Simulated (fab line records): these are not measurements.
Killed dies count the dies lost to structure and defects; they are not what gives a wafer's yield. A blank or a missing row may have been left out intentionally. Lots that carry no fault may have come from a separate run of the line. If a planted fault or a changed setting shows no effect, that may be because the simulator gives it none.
A struck lot beside a sound one    flow nandHarc    15 out of 1302 route steps
Sound: the wafers L765.1, L765.4, L765.5. Struck: wafers L769.2, L769.4, L769.5. At the end, the cause is stated.
Per side, at each step with rows, come the tool, then ch with its chambers, and then its first start. Under that, the readings that differ: sound wafers    struck wafers    difference of the means    sigmas: that difference in standard deviations of wafers without a fault.
alike: readings whose means differ by less than 2 such deviations, and words and numbers that are the same on both sides. not compared: withheld readings, readings that some wafer has no value for, bounds like >300 that may hide the same value, and numbers for which the record gives no deviation and whose values overlap.
Wherever a step has rows on one side only, a row that says differs or no value, or a row with sigmas, the two part there. Non-overlapping numbers with no deviation appear without sigmas and do not part them. A reading missing from all wafers of one side parts the sides only when that side holds two or more wafers.

NHARC_A_DECK1_JOINT_INSPECT_05:
  sound on defectInspect-02 at day 12 23:47; struck on defectInspect-02 at day 14 08:08
  alike: rawDefectCount
next comes 1 step that has no rows for these wafers: NHARC_A_ONON_D2_DEP_00 (target thickness 1000 nm).
NHARC_A_ONON_D2_THK_MEAS_02: measures by ellipsometry.
  sound on filmMetro-02 at day 13 00:22; struck on filmMetro-02 at day 14 08:43
  alike: thkNm
next comes 1 step that has no rows for these wafers: NHARC_A_ONON_D2_DEP_03 (target thickness 1000 nm).
NHARC_A_ONON_D2_THK_MEAS_05: measures by ellipsometry.
  sound on filmMetro-02 at day 13 00:56; struck on filmMetro-01 at day 14 09:16
  alike: thkNm
next comes 1 step that has no rows for these wafers: NHARC_A_ONON_D2_DEP_06 (target thickness 1000 nm).
NHARC_A_ONON_D2_THK_MEAS_08: measures by ellipsometry.
  sound on filmMetro-01 at day 13 01:30; struck on filmMetro-02 at day 14 09:50
  alike: thkNm
next comes 1 step that has no rows for these wafers: NHARC_A_ONON_D2_DEP_09 (target thickness 1000 nm).
NHARC_A_ONON_D2_THK_MEAS_11: measures by ellipsometry.
  sound on filmMetro-01 at day 13 02:04; struck on filmMetro-02 at day 14 10:24
  alike: thkNm
next comes 1 step that has no rows for these wafers: NHARC_A_ONON_D2_DEP_12 (target thickness 1000 nm).
NHARC_A_ONON_D2_THK_MEAS_14: measures by ellipsometry.
  sound on filmMetro-01 at day 13 02:37; struck on filmMetro-02 at day 14 10:58
  alike: thkNm
then, 1 step without rows for these wafers: NHARC_A_ONON_D2_ANNEAL_15 (time 3600 s).
NHARC_A_ONON_D2_DEP_16: target thk 1000 nm.
  sound on pecvdOnon-03 ch 0, day 13 09:33; struck on pecvdOnon-01 ch 0, day 14 18:29
NHARC_A_ONON_D2_THK_MEAS_18: measures by ellipsometry.
  sound on filmMetro-01 at day 13 10:04; struck on filmMetro-01 at day 14 19:06
reading     sound           struck       difference  sigmas
thkNm (nm)  1010 1011 1011  911 909 909  -101        -15
  not compared: hold
-- break in the record here, with 11 days between the starts of the struck wafers on either side (left off in module A_ONON_D2, picked up again in module END, where the first step shown is number 1302 on the route) --
NHARC_END_SORT_01:
  sound on prober-02 ch 0, day 24 19:11; struck on prober-01 ch 0, day 26 03:13
reading        sound     struck                                                             difference                    sigmas
hold           - - -     awaitDispo/3.4h/scrap awaitDispo/3.4h/scrap awaitDispo/3.4h/scrap  no value on the sound wafers  
killedAtArray  88 57 67  674 676 669                                                        +602                          +38
killedDies     93 63 71  677 677 677                                                        +601                          +38
  alike: killedAtOther, killedAtPeriphery, killedOpen, killedShort

== WHERE THEY PART ==
Last at NHARC_END_SORT_01 as far as this record goes, first at NHARC_A_ONON_D2_THK_MEAS_18.

WHY: what the simulator had put in
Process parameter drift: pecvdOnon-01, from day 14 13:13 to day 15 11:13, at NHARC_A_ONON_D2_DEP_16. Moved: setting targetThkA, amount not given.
